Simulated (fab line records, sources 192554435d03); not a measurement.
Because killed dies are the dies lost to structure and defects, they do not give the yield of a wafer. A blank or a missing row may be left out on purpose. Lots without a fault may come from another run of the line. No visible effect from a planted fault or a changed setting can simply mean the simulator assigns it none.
Problem report in the 8D (eight disciplines) form, filled by code + flow n5_finfet + the parts of the form that need people (team, actions taken, sign-off) are left out

1. THE ISSUE
On 2 wafers of 1 lot, susceptor_temp_C at N5_BEOL_M9_PECVD_70 has a mean of 394.09 C; fault-free wafers read 400.02 C, standard deviation 0.21. That puts it -28 standard deviations away from the usual mean.
The step: deposits SiO2 from TEOS/O2, target thk 20 nm, time 22.7 s.
First seen on wafer L905.3, day 14 06:39, on pecvd-04. The record holds 33 wafers of 11 lots with a number at this step. Rule for "out", or "out of limits": more than 4 standard deviations from the usual mean. Any other wafer with a number is counted as sound.

2. WHAT IT IS, AND WHAT IT ISN'T
| question                    | is                | is not                                                       |
|-----------------------------|-------------------|--------------------------------------------------------------|
| which readings at this step | susceptor_temp_C  | heater_power_w, showerhead_plenum_p_Torr, throttle_valve_pct |
| which lots                  | L905              | L889, L891, L892, L893, L894, L895, L898, L899, L901, L902   |
| which wafers of those lots  | L905.3, L905.5    | L905.1                                                       |
| read on which tools         | pecvd-04          | pecvd-01, pecvd-02                                           |
| when                        | from day 14 06:39 | up to then (31 sound wafers)                                 |

3. WHAT RULES OUT EACH SUSPECT
Counting: any tool at a process step up to the reading remains a suspect provided it ran every lot that is out. Sound lots after the first of them don't rule it out here, since some wafers of a struck lot are sound.
- uv_cure-02 at N5_BEOL_M8_CURE_75 (cures SiCOH lowk, time 120 s): kept. L905, the lot that is out, went through it at day 14 02:19; up to then, the latest sound lot through it was L895 at day 11 03:31.
- rtp_anneal-02 at N5_BEOL_M8_ANNEAL_51 (time 90 s): kept. L905, the lot that is out, went through it at day 14 04:46; up to then, the latest sound lot through it was L901 at day 13 10:16.
- pecvd-04 at N5_BEOL_M9_PECVD_70 (deposits SiO2 from TEOS/O2, target thk 20 nm, time 22.7 s): kept. L905, the lot that is out, went through it at day 14 06:39; up to then, the latest sound lot through it was L899 at day 12 02:17. Its own readings are out on those wafers: susceptor_temp_C.
- At N5_BEOL_M9_PECVD_70 on pecvd-04, chamber 0 took the sound wafers of the same lots and chamber 2 took the wafers that are out.
Still standing after the count: uv_cure-02 at N5_BEOL_M8_CURE_75, rtp_anneal-02 at N5_BEOL_M8_ANNEAL_51, pecvd-04 at N5_BEOL_M9_PECVD_70.

4. THE CAUSE (what the simulator had put in)
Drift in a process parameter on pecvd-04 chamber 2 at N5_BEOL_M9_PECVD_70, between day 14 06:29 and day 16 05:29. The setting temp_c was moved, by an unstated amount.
3 suspects survive the count, and this tool is in that group.

5. THE EFFECT CHAIN, in route order
One row per reading whose mean, taken over the struck wafers that have a number, lies over 3 standard deviations from the usual. Only readings whose record carries a usual standard deviation are examined. hours: median over the lots of the time between each lot's start at the first step of this table that gives one and its start at this step. sigmas: the change, counted in usual standard deviations.
| hours | step                | reading          | usual    | on struck wafers | change | sigmas |
|-------|---------------------|------------------|----------|------------------|--------|--------|
| 0     | N5_BEOL_M9_PECVD_70 | susceptor_temp_C | 400.02 C | 394.09           | -5.93  | -28    |
It contains these process steps:
- N5_BEOL_M9_PECVD_70: deposits SiO2 from TEOS/O2, target thk 20 nm, time 22.7 s.

6. WHAT WOULD HAVE CAUGHT IT SOONER
In this record the first reading out of limits was taken at day 14 06:39, 0 hours after the fault began at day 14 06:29.
